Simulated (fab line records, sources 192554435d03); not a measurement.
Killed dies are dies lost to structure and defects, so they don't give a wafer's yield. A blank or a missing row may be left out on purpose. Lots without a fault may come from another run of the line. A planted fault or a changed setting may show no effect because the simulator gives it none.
Chamber matching | flow n5_finfet | N5_BEOL_M11_STRIP_19 on rie_diel-03: 4 sister chambers
The step strips in O2. 16 wafers are shown with their chamber, then 8 later ones without.

WAFERS WITH THEIR CHAMBER
wafer  | chamber | showerhead_plenum_p_Torr (Torr) | oes_product_au (a.u.) | drypump_motor_current_A (A)
L076.2 | 1       | 2.00                            | 0.69                  | 6.21
L076.5 | 3       | 2.07                            | 0.72                  | 5.23
L076.6 | 1       | 2.00                            | 0.69                  | 6.23
L083.3 | 3       | 2.07                            | 0.72                  | 5.23
L083.4 | 1       | 1.99                            | 0.68                  | 6.23
L083.5 | 3       | 2.07                            | 0.72                  | 5.24
L081.1 | 1       | 2.00                            | 0.69                  | 6.20
L081.3 | 3       | 2.07                            | 0.72                  | 5.24
L081.6 | 1       | 2.00                            | 0.68                  | 6.21
L084.1 | 2       | 2.24                            | 0.87                  | 5.55
L084.2 | 3       | 2.06                            | 0.72                  | 5.22
L084.4 | 0       | 2.05                            | 0.68                  | 5.42
L086.2 | 1       | 1.99                            | 0.68                  | 6.24
L086.3 | 0       | 2.05                            | 0.68                  | 5.37
L086.4 | 3       | 2.06                            | 0.73                  | 5.24
L087.4 | 3       | 2.06                            | 0.71                  | 5.26

SIGNATURES (means of the wafers above)
reading                  | chamber 0 | chamber 1 | chamber 2 | chamber 3 | scatter within a chamber
showerhead_plenum_p_Torr | 2.0500    | 1.9967    | 2.2400    | 2.0657    | 0.00504
oes_product_au           | 0.6800    | 0.6850    | 0.8700    | 0.7200    | 0.0054
drypump_motor_current_A  | 5.3950    | 6.2200    | 5.5500    | 5.2371    | 0.0168
Rule: a wafer's distance from a chamber is the root of the sum, over the readings, of the square of ((its reading less the chamber's mean) divided by the reading's scatter). The wafer belongs to the nearest chamber; if the next one is less than 2 further off, it can't be placed. The scatter: the root of (the sum of the squares of (reading less its chamber's mean) over the shown wafers, divided by (wafers less chambers)).

WAFERS WITHOUT THEIR CHAMBER
wafer  | showerhead_plenum_p_Torr (Torr) | oes_product_au (a.u.) | drypump_motor_current_A (A)
L087.5 | 2.24                            | 0.85                  | 5.54
L087.6 | 2.06                            | 0.72                  | 5.24
L093.1 | 2.24                            | 0.84                  | 5.53
L093.3 | 2.04                            | 0.67                  | 5.36
L093.4 | 2.06                            | 0.71                  | 5.24
L096.1 | 2.23                            | 0.81                  | 5.57
L096.2 | 2.06                            | 0.69                  | 5.24
L096.3 | 2.04                            | 0.97                  | 5.42

WHICH CHAMBER EACH WENT THROUGH
wafer  | from the rows above | in truth
L087.5 | 2                   | 2
L087.6 | 3                   | 3
L093.1 | 2                   | 2
L093.3 | 0                   | 0
L093.4 | 3                   | 3
L096.1 | 2                   | 2
L096.2 | 3                   | 3
L096.3 | 2                   | 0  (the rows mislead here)
Placed correctly: 7 of 8. Can't be placed from these rows: 0. Placed wrongly: 1.
